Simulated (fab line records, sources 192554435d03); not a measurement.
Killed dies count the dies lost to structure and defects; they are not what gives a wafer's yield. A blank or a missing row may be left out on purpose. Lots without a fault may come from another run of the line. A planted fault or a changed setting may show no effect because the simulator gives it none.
fab line records	flow n5Finfet
[record] lots = 24	wafers = 72	lastDay = 24
route steps=1938 shown BEOL_M3@992
lots untouched by any fault: they come from a run of this same line in which no faults occurred
startH: start of the lot's first displayed wafer, in hours after the record's first day	waitH: time in hours since the lot's previous step	" the same as in the row above	L1.1+2: one row covering several wafers at once	- value missing, or start not given	* or withheld: withheld	< > ~ a bound
route shown NAME@n: names a module that has steps shown in the file, with the first one's number in the route	usual: mean/standard deviation taken from wafers without a fault	same: alike in all rows	chamber/n: place in a boat	sites: readings site by site	_std_site: standard deviation of those values	_edge_site: the outer-site mean with the inner-site mean subtracted	radiusMm: for every site, how far away it sits from the centre of the wafer	mask NAME#n: copy n	behind: the most recent tool/chamber to have shaped the wafer	hold: why the lot went on hold/how many hours it stayed there/how the hold came to an end	device: names the non-switching transistor (n, p or np)	end of line: at the end of the route, the tests of the same wafers	for a step that has no rows: nothing shown but its recipe	killed: dies that structure and defects cost at the first sort, which is not the same as the wafer's yield	map: per-die view of a wafer (x killed, . not killed, _ where there is no die)
set.NAME: the setting as run; set.NAME@STEP: as run at that earlier step	model.NAME: the simulator's own value behind a step, which no gauge read
route steps across a sampled set of lots; one table per step, one row per wafer
services: from which hour (startH, from the record's first day; less than 0 if before it) a tool's chamber was out of use, for how many hours, and why
[[steps]]
[step N5_BEOL_M3_SURFACE_TREAT_85]
[recipe] gas = Ar	timeS = *	ionEnergyEv = *	ionCurrentMaCm2 = 0.5	pressureMtorr = *	arFlowSccm = 30
[usual] throttleValvePct = *
lot.wafer	tool	chamber	startH	waitH	throttleValvePct
L075.1	pvdSputter-01	-	251.11	0.4	*
L075.4	"	-	"	"	*
L075.6	"	-	"	"	*
L078.2	pvdSputter-01	-	254.25	0.1	*
L078.4	"	-	"	"	*
L078.6	"	-	"	"	*
L077.2	pvdSputter-01	-	265.43	0.1	*
L077.3	"	-	"	"	*
L077.6	"	-	"	"	*
L084.1	pvdSputter-03	-	272.66	0.2	*
L084.2	"	-	"	"	*
L084.3	"	-	"	"	*
L079.1	pvdSputter-02	-	275.34	0.1	*
L079.2	"	-	"	"	*
L079.3	"	-	"	"	*
L074.2	pvdSputter-01	-	278.38	0.2	*
L074.4	"	-	"	"	*
L074.5	"	-	"	"	*
L076.2	pvdSputter-03	-	298.18	0.2	*
L076.4	"	-	"	"	*
L076.6	"	-	"	"	*
L080.1	pvdSputter-02	-	298.29	0.1	*
L080.5	"	-	"	"	*
L080.6	"	-	"	"	*
L083.1	pvdSputter-02	-	304.33	1.1	*
L083.3	"	-	"	"	*
L083.4	"	-	"	"	*
L081.2	pvdSputter-03	-	309.50	0.2	*
L081.3	"	-	"	"	*
L081.5	"	-	"	"	*
L082.1	pvdSputter-01	-	318.83	0.3	*
L082.5	"	-	"	"	*
L082.6	"	-	"	"	*
L085.1	pvdSputter-03	-	320.03	0.9	*
L085.4	"	-	"	"	*
L085.5	"	-	"	"	*
L087.2	pvdSputter-03	-	325.24	0.3	*
L087.4	"	-	"	"	*
L087.6	"	-	"	"	*
L086.2	pvdSputter-01	-	331.08	1.4	*
L086.3	"	-	"	"	*
L086.4	"	-	"	"	*
L088.3	pvdSputter-03	-	332.59	0.2	*
L088.4	"	-	"	"	*
L088.5	"	-	"	"	*
L089.2	pvdSputter-01	-	334.36	0.4	*
L089.4	"	-	"	"	*
L089.5	"	-	"	"	*
L090.2	pvdSputter-01	-	338.68	0.1	*
L090.5	"	-	"	"	*
L090.6	"	-	"	"	*
L091.2	pvdSputter-02	-	340.85	1.7	*
L091.4	"	-	"	"	*
L091.5	"	-	"	"	*
L093.2	pvdSputter-03	-	373.48	0.1	*
L093.3	"	-	"	"	*
L093.4	"	-	"	"	*
L092.2	pvdSputter-01	-	376.50	0.2	*
L092.3	"	-	"	"	*
L092.4	"	-	"	"	*
L094.3	pvdSputter-01	-	383.42	0.3	*
L094.4	"	-	"	"	*
L094.6	"	-	"	"	*
L095.4	pvdSputter-02	-	383.49	0.2	*
L095.5	"	-	"	"	*
L095.6	"	-	"	"	*
L096.1	pvdSputter-01	-	384.20	0.4	*
L096.2	"	-	"	"	*
L096.6	"	-	"	"	*
L097.1	pvdSputter-01	-	394.04	0.1	*
L097.4	"	-	"	"	*
L097.6	"	-	"	"	*
[step N5_BEOL_M3_SPUTTER_86]
[recipe] material = Cu	targetThkA = 45	tempC = -20	chamberPressurePa = 0.07	powerW = withheld	timeS = 8.29
[usual] substrateTempC = -20.01/0.11	throttleValvePct = 30.0/1
lot.wafer	tool	chamber	startH	waitH	substrateTempC	throttleValvePct
L075.1	pvdSputter-03	-	252.02	0.1	-19.97	29.7
L075.4	"	-	"	"	-19.98	31.0
L075.6	"	-	"	"	-19.96	30.9
L078.2	pvdSputter-03	-	255.38	0.1	-19.90	29.6
L078.4	"	-	"	"	-19.99	29.9
L078.6	"	-	"	"	-19.95	29.6
L077.2	pvdSputter-02	-	266.55	0.1	-19.99	31.1
L077.3	"	-	"	"	-19.93	30.2
L077.6	"	-	"	"	-19.92	30.0
L084.1	pvdSputter-02	-	273.57	0.1	-20.01	31.3
L084.2	"	-	"	"	-20.01	31.1
L084.3	"	-	"	"	-20.02	30.1
L079.1	pvdSputter-03	-	276.46	0.1	-19.96	31.1
L079.2	"	-	"	"	-20.11	29.8
L079.3	"	-	"	"	-20.05	29.5
L074.2	pvdSputter-01	-	279.40	0.1	-19.90	30.8
L074.4	"	-	"	"	-20.06	27.2
L074.5	"	-	"	"	-20.02	27.4
L076.2	pvdSputter-01	-	299.10	0.1	-20.02	27.6
L076.4	"	-	"	"	-20.05	28.4
L076.6	"	-	"	"	-20.06	28.6
L080.1	pvdSputter-02	-	299.31	0.1	-20.28	30.1
L080.5	"	-	"	"	-20.28	29.9
L080.6	"	-	"	"	-20.05	31.0
L083.1	pvdSputter-01	-	305.64	0.1	-20.09	27.4
L083.3	"	-	"	"	-19.83	28.9
L083.4	"	-	"	"	-20.14	31.1
L081.2	pvdSputter-01	-	310.72	0.1	-19.93	28.4
L081.3	"	-	"	"	-20.00	30.8
L081.5	"	-	"	"	-20.02	31.1
L082.1	pvdSputter-01	-	319.71	0.1	-19.87	31.1
L082.5	"	-	"	"	-20.04	28.2
L082.6	"	-	"	"	-19.98	27.3
L085.1	pvdSputter-03	-	321.03	0.1	-20.14	31.1
L085.4	"	-	"	"	-20.02	29.8
L085.5	"	-	"	"	-19.97	30.8
L087.2	pvdSputter-02	-	327.35	0.1	-20.10	31.2
L087.4	"	-	"	"	-20.13	31.3
L087.6	"	-	"	"	-20.12	30.3
L086.2	pvdSputter-02	-	332.23	0.1	-19.95	30.9
L086.3	"	-	"	"	-20.05	30.5
L086.4	"	-	"	"	-20.08	29.9
L088.3	pvdSputter-03	-	333.53	0.1	-19.91	30.8
L088.4	"	-	"	"	-19.96	29.8
L088.5	"	-	"	"	-19.94	29.8
L089.2	pvdSputter-03	-	335.47	0.1	-20.05	29.8
L089.4	"	-	"	"	-19.98	29.8
L089.5	"	-	"	"	-19.80	29.7
L090.2	pvdSputter-03	-	339.70	0.1	-19.80	31.0
L090.5	"	-	"	"	-20.11	30.1
L090.6	"	-	"	"	-20.08	29.7
L091.2	pvdSputter-03	-	341.90	0.1	-19.94	29.8
L091.4	"	-	"	"	-19.96	31.0
L091.5	"	-	"	"	-19.85	29.8
L093.2	pvdSputter-01	-	374.48	0.1	-19.87	27.3
L093.3	"	-	"	"	-19.99	28.6
L093.4	"	-	"	"	-19.91	28.9
L092.2	pvdSputter-03	-	377.60	0.1	-19.87	31.1
L092.3	"	-	"	"	-20.12	29.7
L092.4	"	-	"	"	-19.91	29.8
L094.3	pvdSputter-02	-	384.35	0.1	-20.17	30.4
L094.4	"	-	"	"	-20.15	31.1
L094.6	"	-	"	"	-20.20	30.2
L095.4	pvdSputter-03	-	384.54	0.1	-20.10	31.2
L095.5	"	-	"	"	-20.01	29.8
L095.6	"	-	"	"	-20.31	30.9
L096.1	pvdSputter-02	-	386.19	0.1	-19.95	30.0
L096.2	"	-	"	"	-19.87	31.3
L096.6	"	-	"	"	-20.02	30.1
L097.1	pvdSputter-03	-	395.10	0.1	-20.03	31.1
L097.4	"	-	"	"	-20.00	29.9
L097.6	"	-	"	"	-19.97	30.0
[step N5_BEOL_M3_ANNEAL_87]
[recipe] tempC = 400	timeS = 240	ambient = vacuum
[usual] heaterPowerW = 836/71	susceptor_temp_C_max = 401.0/0.42
lot.wafer	tool	chamber	startH	waitH	heaterPowerW	susceptor_temp_C_max
L075.1	pvdSputter-03	-	252.10	0.0	723	400.7
L075.4	"	-	"	"	877	401.4
L075.6	"	-	"	"	868	401.7
L078.2	pvdSputter-03	-	255.46	0.0	722	401.2
L078.4	"	-	"	"	845	400.7
L078.6	"	-	"	"	904	400.9
L077.2	pvdSputter-02	-	266.63	0.0	915	401.4
L077.3	"	-	"	"	834	400.7
L077.6	"	-	"	"	763	401.7
L084.1	pvdSputter-02	-	273.65	0.0	895	400.8
L084.2	"	-	"	"	917	400.5
L084.3	"	-	"	"	758	401.1
L079.1	pvdSputter-03	-	276.54	0.0	865	401.4
L079.2	"	-	"	"	824	401.2
L079.3	"	-	"	"	726	400.9
L074.2	pvdSputter-01	-	279.48	0.0	696	401.2
L074.4	"	-	"	"	839	401.0
L074.5	"	-	"	"	848	400.5
L076.2	pvdSputter-01	-	299.18	0.0	842	401.0
L076.4	"	-	"	"	835	401.5
L076.6	"	-	"	"	842	400.7
L080.1	pvdSputter-02	-	299.39	0.0	758	400.9
L080.5	"	-	"	"	773	401.0
L080.6	"	-	"	"	924	400.6
L083.1	pvdSputter-01	-	305.72	0.0	872	400.8
L083.3	"	-	"	"	939	400.6
L083.4	"	-	"	"	683	401.4
L081.2	pvdSputter-01	-	310.80	0.0	817	401.1
L081.3	"	-	"	"	708	401.1
L081.5	"	-	"	"	697	401.2
L082.1	pvdSputter-01	-	319.79	0.0	699	401.5
L082.5	"	-	"	"	847	401.0
L082.6	"	-	"	"	862	400.4
L085.1	pvdSputter-03	-	321.11	0.0	885	402.0
L085.4	"	-	"	"	880	401.3
L085.5	"	-	"	"	869	402.2
L087.2	pvdSputter-02	-	327.43	0.0	905	400.8
L087.4	"	-	"	"	920	400.7
L087.6	"	-	"	"	846	401.0
L086.2	pvdSputter-02	-	332.31	0.0	924	400.6
L086.3	"	-	"	"	859	400.5
L086.4	"	-	"	"	757	400.9
L088.3	pvdSputter-03	-	333.61	0.0	859	401.7
L088.4	"	-	"	"	724	401.1
L088.5	"	-	"	"	837	401.1
L089.2	pvdSputter-03	-	335.55	0.0	716	400.9
L089.4	"	-	"	"	866	400.7
L089.5	"	-	"	"	868	400.8
L090.2	pvdSputter-03	-	339.78	0.0	852	401.7
L090.5	"	-	"	"	825	400.6
L090.6	"	-	"	"	908	401.8
L091.2	pvdSputter-03	-	341.98	0.0	729	401.6
L091.4	"	-	"	"	858	401.5
L091.5	"	-	"	"	891	401.4
L093.2	pvdSputter-01	-	374.56	0.0	856	400.5
L093.3	"	-	"	"	853	400.4
L093.4	"	-	"	"	941	400.5
L092.2	pvdSputter-03	-	377.68	0.0	857	402.2
L092.3	"	-	"	"	715	401.0
L092.4	"	-	"	"	891	400.9
L094.3	pvdSputter-02	-	384.43	0.0	839	401.2
L094.4	"	-	"	"	910	400.7
L094.6	"	-	"	"	831	400.5
L095.4	pvdSputter-03	-	384.62	0.0	876	401.4
L095.5	"	-	"	"	869	400.8
L095.6	"	-	"	"	874	401.6
L096.1	pvdSputter-02	-	386.27	0.0	745	401.2
L096.2	"	-	"	"	906	401.0
L096.6	"	-	"	"	777	401.4
L097.1	pvdSputter-03	-	395.18	0.0	869	401.6
L097.4	"	-	"	"	710	400.8
L097.6	"	-	"	"	720	401.1
[step N5_BEOL_M3_SPUTTER_88]
[recipe] material = Cu	targetThkA = 45	tempC = -20	chamberPressurePa = 0.07	powerW = withheld	timeS = 8.29
[usual] substrateTempC = -20.00/0.11	throttleValvePct = 29.9/1
lot.wafer	tool	chamber	startH	waitH	substrateTempC	throttleValvePct
L075.1	pvdSputter-03	-	252.24	0.1	-19.97	29.9
L075.4	"	-	"	"	-20.14	31.3
L075.6	"	-	"	"	-20.14	31.0
L078.2	pvdSputter-03	-	255.60	0.1	-19.89	29.7
L078.4	"	-	"	"	-19.80	29.5
L078.6	"	-	"	"	-20.10	30.0
L077.2	pvdSputter-02	-	266.77	0.1	-20.05	31.2
L077.3	"	-	"	"	-19.98	30.3
L077.6	"	-	"	"	-20.02	30.1
L084.1	pvdSputter-02	-	273.79	0.1	-20.00	31.2
L084.2	"	-	"	"	-20.02	31.0
L084.3	"	-	"	"	-19.83	29.9
L079.1	pvdSputter-03	-	276.68	0.1	-19.78	30.8
L079.2	"	-	"	"	-19.91	29.9
L079.3	"	-	"	"	-20.00	29.6
L074.2	pvdSputter-01	-	279.62	0.1	-20.01	31.1
L074.4	"	-	"	"	-19.95	27.3
L074.5	"	-	"	"	-19.99	27.4
L076.2	pvdSputter-01	-	299.32	0.1	-20.05	27.5
L076.4	"	-	"	"	-19.89	28.7
L076.6	"	-	"	"	-20.11	29.0
L080.1	pvdSputter-02	-	299.53	0.1	-20.04	30.1
L080.5	"	-	"	"	-20.06	30.2
L080.6	"	-	"	"	-20.11	30.9
L083.1	pvdSputter-01	-	305.86	0.1	-19.89	27.4
L083.3	"	-	"	"	-19.90	28.8
L083.4	"	-	"	"	-19.88	31.0
L081.2	pvdSputter-01	-	310.94	0.1	-20.04	28.8
L081.3	"	-	"	"	-19.97	30.9
L081.5	"	-	"	"	-20.15	31.1
L082.1	pvdSputter-01	-	319.93	0.1	-19.94	31.0
L082.5	"	-	"	"	-20.22	28.6
L082.6	"	-	"	"	-19.96	27.2
L085.1	pvdSputter-03	-	321.25	0.1	-20.22	30.9
L085.4	"	-	"	"	-20.03	29.6
L085.5	"	-	"	"	-19.97	31.0
L087.2	pvdSputter-02	-	327.57	0.1	-19.98	31.2
L087.4	"	-	"	"	-20.05	31.0
L087.6	"	-	"	"	-19.96	30.1
L086.2	pvdSputter-02	-	332.45	0.1	-19.84	31.2
L086.3	"	-	"	"	-19.88	30.6
L086.4	"	-	"	"	-20.09	30.0
L088.3	pvdSputter-03	-	333.75	0.1	-19.89	31.1
L088.4	"	-	"	"	-20.02	29.9
L088.5	"	-	"	"	-19.95	29.7
L089.2	pvdSputter-03	-	335.69	0.1	-19.85	29.8
L089.4	"	-	"	"	-20.00	29.6
L089.5	"	-	"	"	-19.93	29.7
L090.2	pvdSputter-03	-	339.92	0.1	-20.01	31.0
L090.5	"	-	"	"	-19.85	30.0
L090.6	"	-	"	"	-19.90	29.7
L091.2	pvdSputter-03	-	342.12	0.1	-19.90	29.7
L091.4	"	-	"	"	-19.89	30.9
L091.5	"	-	"	"	-20.04	29.9
L093.2	pvdSputter-01	-	374.70	0.1	-20.00	27.3
L093.3	"	-	"	"	-20.22	28.8
L093.4	"	-	"	"	-20.05	29.0
L092.2	pvdSputter-03	-	377.82	0.1	-19.93	30.8
L092.3	"	-	"	"	-20.03	30.0
L092.4	"	-	"	"	-20.34	29.7
L094.3	pvdSputter-02	-	384.57	0.1	-20.08	30.1
L094.4	"	-	"	"	-19.89	31.3
L094.6	"	-	"	"	-20.20	30.5
L095.4	pvdSputter-03	-	384.76	0.1	-20.03	31.2
L095.5	"	-	"	"	-19.94	30.0
L095.6	"	-	"	"	-20.01	31.0
L096.1	pvdSputter-02	-	386.41	0.1	-20.00	29.9
L096.2	"	-	"	"	-20.13	31.2
L096.6	"	-	"	"	-19.83	30.1
L097.1	pvdSputter-03	-	395.32	0.1	-20.11	30.9
L097.4	"	-	"	"	-20.05	29.6
L097.6	"	-	"	"	-19.93	29.8
[step N5_BEOL_M3_ANNEAL_91]
[recipe] tempC = 400	timeS = 240	ambient = vacuum
[usual] heaterPowerW = 832/71	susceptor_temp_C_max = 401.0/0.41
lot.wafer	tool	chamber	startH	waitH	heaterPowerW	susceptor_temp_C_max
L075.1	pvdSputter-03	-	252.54	0.0	719	401.1
L075.4	"	-	"	"	857	401.6
L075.6	"	-	"	"	885	401.5
L078.2	pvdSputter-03	-	255.90	0.0	710	401.4
L078.4	"	-	"	"	815	401.0
L078.6	"	-	"	"	876	401.2
L077.2	pvdSputter-02	-	267.07	0.0	904	400.5
L077.3	"	-	"	"	831	401.0
L077.6	"	-	"	"	752	400.9
L084.1	pvdSputter-02	-	274.09	0.0	935	401.2
L084.2	"	-	"	"	924	400.6
L084.3	"	-	"	"	751	400.5
L079.1	pvdSputter-03	-	276.98	0.0	867	401.6
L079.2	"	-	"	"	827	400.9
L079.3	"	-	"	"	713	401.2
L074.2	pvdSputter-01	-	279.92	0.0	707	401.2
L074.4	"	-	"	"	816	400.5
L074.5	"	-	"	"	854	400.2
L076.2	pvdSputter-01	-	299.62	0.0	860	400.2
L076.4	"	-	"	"	850	400.8
L076.6	"	-	"	"	837	400.5
L080.1	pvdSputter-02	-	299.83	0.0	776	400.7
L080.5	"	-	"	"	759	400.8
L080.6	"	-	"	"	923	400.7
L083.1	pvdSputter-01	-	306.16	0.0	838	400.5
L083.3	"	-	"	"	961	400.4
L083.4	"	-	"	"	705	400.8
L081.2	pvdSputter-01	-	311.24	0.0	839	400.6
L081.3	"	-	"	"	691	400.9
L081.5	"	-	"	"	692	401.1
L082.1	pvdSputter-01	-	320.23	0.0	701	401.5
L082.5	"	-	"	"	830	401.2
L082.6	"	-	"	"	840	400.3
L085.1	pvdSputter-03	-	321.55	0.0	848	401.7
L085.4	"	-	"	"	877	401.5
L085.5	"	-	"	"	870	400.8
L087.2	pvdSputter-02	-	327.87	0.0	892	400.6
L087.4	"	-	"	"	918	400.8
L087.6	"	-	"	"	821	400.2
L086.2	pvdSputter-02	-	332.75	0.0	918	400.2
L086.3	"	-	"	"	840	400.8
L086.4	"	-	"	"	757	400.7
L088.3	pvdSputter-03	-	334.05	0.0	862	401.4
L088.4	"	-	"	"	710	401.2
L088.5	"	-	"	"	826	401.2
L089.2	pvdSputter-03	-	335.99	0.0	747	401.2
L089.4	"	-	"	"	884	400.9
L089.5	"	-	"	"	865	401.1
L090.2	pvdSputter-03	-	340.22	0.0	853	401.5
L090.5	"	-	"	"	835	400.9
L090.6	"	-	"	"	876	400.8
L091.2	pvdSputter-03	-	342.42	0.0	713	401.2
L091.4	"	-	"	"	858	401.2
L091.5	"	-	"	"	890	401.5
L093.2	pvdSputter-01	-	375.00	0.0	841	400.7
L093.3	"	-	"	"	817	400.6
L093.4	"	-	"	"	942	400.8
L092.2	pvdSputter-03	-	378.12	0.0	896	401.6
L092.3	"	-	"	"	694	401.6
L092.4	"	-	"	"	862	401.1
L094.3	pvdSputter-02	-	384.87	0.0	832	400.7
L094.4	"	-	"	"	913	400.5
L094.6	"	-	"	"	829	400.6
L095.4	pvdSputter-03	-	385.06	0.0	872	401.3
L095.5	"	-	"	"	892	401.2
L095.6	"	-	"	"	865	401.2
L096.1	pvdSputter-02	-	386.71	0.0	777	400.5
L096.2	"	-	"	"	900	400.8
L096.6	"	-	"	"	765	400.8
L097.1	pvdSputter-03	-	395.62	0.0	852	401.5
L097.4	"	-	"	"	718	401.9
L097.6	"	-	"	"	706	401.9
[step N5_BEOL_M3_CMP_52]
[recipe] stopOn = SiOC	tOverpolishS = 6.8	downForcePsi = 1	platenRpm = 50	clearingPlatenDownForcePsi = 1.5	clearingPlatenRpm = 50	postCmpClean = cuAlkaline	targetThkNm = 40	clearingPlatenPadVelocityMS = 0.99484	padVelocityMS = 0.99484
[usual] barrierFieldEndpointS = 24.6/0.65	clearingPlatenRpm = 50.000/0.027	motorCurrentA = 5.6/0.6	overpolishRunS = 6.800/0.0099	padLifeWafers = 774/490	retainingRingPressureFrac = 1.000/0.0051	timeToEndpointS = 61/3.2
lot.wafer	tool	chamber	startH	waitH	barrierFieldEndpointS	clearingPlatenRpm	motorCurrentA	overpolishRunS	padLifeWafers	retainingRingPressureFrac	timeToEndpointS
L075.4	cmp-04	0	253.62	0.1	24.6	49.991	6.5	6.812	702	1.006	57
L075.1	"	3	"	"	25.1	50.011	5.5	6.804	705	1.012	64
L075.6	"	0	"	"	24.0	50.024	6.6	6.798	-	1.007	56
L078.2	cmp-03	2	257.04	0.3	24.9	49.969	5.9	6.794	1832	1.001	63
L078.4	"	3	"	"	25.7	50.007	6.2	6.793	1833	0.999	61
L078.6	"	1	"	"	25.8	49.943	5.8	6.805	-	0.998	64
L077.2	cmp-02	2	268.16	0.2	24.0	50.014	4.8	6.796	222	0.999	60
L077.3	"	3	"	"	23.0	50.043	6.2	6.795	223	1.004	57
L077.6	"	2	"	"	23.9	50.009	5.1	6.801	-	1.004	62
L084.3	cmp-04	1	275.53	0.2	23.8	49.998	5.4	6.794	786	0.994	60
L084.1	"	2	"	"	23.3	49.976	5.7	6.798	787	1.000	59
L084.2	"	0	"	"	23.4	49.987	6.6	6.792	789	1.005	55
L079.3	cmp-02	1	278.27	0.2	24.0	50.022	5.0	6.792	288	0.994	58
L079.2	"	2	"	"	24.8	49.997	4.6	6.798	289	1.002	62
L079.1	"	3	"	"	23.3	49.994	6.3	6.796	290	0.992	57
L074.4	cmp-02	1	281.18	0.2	23.8	50.028	4.8	6.806	314	1.001	59
L074.2	"	2	"	"	24.7	50.019	4.9	6.817	315	1.008	61
L074.5	"	0	"	"	24.8	50.032	4.7	6.796	-	0.997	61
L076.2	cmp-03	3	300.70	0.2	24.2	50.028	5.9	6.787	54	0.993	64
L076.4	"	1	"	"	25.0	49.976	6.1	6.791	56	0.998	64
L076.6	"	0	"	"	24.8	50.018	5.5	6.779	-	0.995	63
L080.1	cmp-04	1	300.90	0.3	24.2	49.964	5.4	6.795	996	1.003	60
L080.6	"	1	"	"	24.1	49.980	5.4	6.773	-	1.006	60
L080.5	"	2	"	"	24.1	50.046	5.5	6.809	-	1.002	57
L083.1	cmp-03	3	307.26	0.3	24.1	49.985	5.7	6.812	120	1.004	58
L083.4	"	1	"	"	25.5	49.989	5.7	6.800	122	1.002	65
L083.3	"	2	"	"	24.9	49.941	6.2	6.799	123	1.000	60
L081.3	cmp-02	3	312.49	0.2	24.6	50.011	6.4	6.797	541	0.998	57
L081.2	"	1	"	"	24.3	50.024	4.7	6.805	543	0.996	61
L081.5	"	3	"	"	23.6	50.017	6.8	6.798	-	1.004	54
L082.1	cmp-04	0	321.45	0.4	23.8	49.990	6.4	6.814	1149	1.001	59
L082.5	"	1	"	"	24.6	49.984	5.5	6.806	-	1.009	59
L082.6	"	2	"	"	24.9	49.980	5.5	6.790	-	1.000	62
L085.4	cmp-02	1	322.88	0.2	24.2	49.989	4.8	6.788	643	1.000	56
L085.1	"	3	"	"	23.9	50.015	6.0	6.781	645	0.997	57
L085.5	"	0	"	"	25.2	49.998	4.5	6.815	-	0.999	61
L087.4	cmp-02	1	328.95	0.1	24.8	50.079	4.7	6.810	696	0.997	58
L087.2	"	3	"	"	23.9	50.036	6.4	6.803	698	0.991	57
L087.6	"	2	"	"	25.7	50.009	4.9	6.792	-	0.993	63
L086.4	cmp-03	2	333.87	0.2	25.1	49.997	6.2	6.797	253	0.994	64
L086.2	"	3	"	"	24.6	49.949	6.0	6.796	254	0.996	59
L086.3	"	0	"	"	24.5	49.995	5.5	6.813	255	1.003	63
L088.4	cmp-03	3	335.99	0.2	25.7	50.016	6.1	6.788	283	0.999	66
L088.3	"	0	"	"	24.4	49.986	5.4	6.812	284	0.998	63
L088.5	"	3	"	"	24.6	50.010	6.0	6.798	-	0.992	64
L089.2	cmp-03	2	337.14	0.3	24.7	49.991	6.2	6.788	290	0.993	60
L089.4	"	3	"	"	26.2	49.977	6.1	6.794	291	1.003	60
L089.5	"	0	"	"	24.4	50.012	5.3	6.808	-	1.003	59
L090.2	cmp-02	1	341.63	0.3	24.4	50.015	4.9	6.797	846	1.004	62
L090.6	"	1	"	"	24.5	50.009	4.9	6.788	-	1.004	62
L090.5	"	2	"	"	23.8	49.958	4.8	6.802	-	1.001	58
L091.2	cmp-02	1	344.34	1.0	25.1	50.103	4.9	6.800	906	1.001	62
L091.4	"	0	"	"	25.9	50.008	5.0	6.786	909	0.997	68
L091.5	"	1	"	"	24.6	49.987	4.8	6.812	-	0.998	62
L093.3	cmp-04	3	376.08	0.2	24.5	49.990	5.9	6.805	1326	1.006	63
L093.2	"	0	"	"	24.7	49.978	6.8	6.802	1327	0.999	57
L093.4	"	2	"	"	25.1	49.986	5.6	6.784	1329	1.004	62
L092.3	cmp-04	1	379.19	0.2	24.1	50.001	5.6	6.787	1350	1.005	62
L092.2	"	2	"	"	24.0	50.041	5.5	6.791	1351	1.008	61
L092.4	"	3	"	"	25.8	49.991	5.4	6.801	1352	1.000	68
L094.3	cmp-04	0	385.94	0.2	24.1	49.982	6.5	6.801	1404	0.994	63
L094.4	"	1	"	"	23.8	49.998	5.9	6.814	1405	1.003	63
L094.6	"	0	"	"	24.1	49.994	6.3	6.804	-	0.993	60
L095.4	cmp-03	0	386.14	0.1	24.8	49.976	5.4	6.794	642	1.005	64
L095.6	"	0	"	"	24.4	49.965	5.2	6.792	-	1.002	65
L095.5	"	1	"	"	25.6	49.994	6.0	6.807	-	1.006	68
L096.2	cmp-04	1	387.93	0.3	24.6	50.018	6.0	6.804	1423	1.004	63
L096.1	"	2	"	"	24.6	50.034	5.4	6.804	1424	1.001	60
L096.6	"	1	"	"	24.9	49.991	5.1	6.795	-	1.007	62
L097.4	cmp-04	3	396.73	0.2	24.8	49.988	5.8	6.794	1495	0.997	66
L097.1	"	0	"	"	24.0	50.018	6.5	6.789	1496	0.986	59
L097.6	"	3	"	"	25.3	49.999	6.1	6.794	-	0.996	65
[[services]]
tool	chamber	startH	hours	kind
cmp-02	-	240.30	1.7	repair
cmp-02	-	242.79	4.0	pm
pvdSputter-01	-	243.28	2.7	repair
cmp-02	-	246.79	-	consumableReplace:conditioner
cmp-02	-	246.79	-	consumableReplace:pad
cmp-03	-	248.13	1.2	repair
cmp-04	-	257.98	11.1	pm
cmp-03	-	289.87	4.0	pm
cmp-03	-	293.87	-	consumableReplace:conditioner
cmp-03	-	293.87	-	consumableReplace:pad
cmp-04	-	312.76	0.8	repair
cmp-03	-	318.71	0.9	repair
cmp-03	-	320.50	8.9	repair
cmp-04	-	323.42	1.2	repair
cmp-04	-	328.83	16.1	pm
cmp-03	-	339.97	12.3	repair
cmp-04	-	348.85	20.0	repair
cmp-03	-	366.32	5.1	pm
cmp-02	-	373.47	4.3	pm
[[key]]
fault none
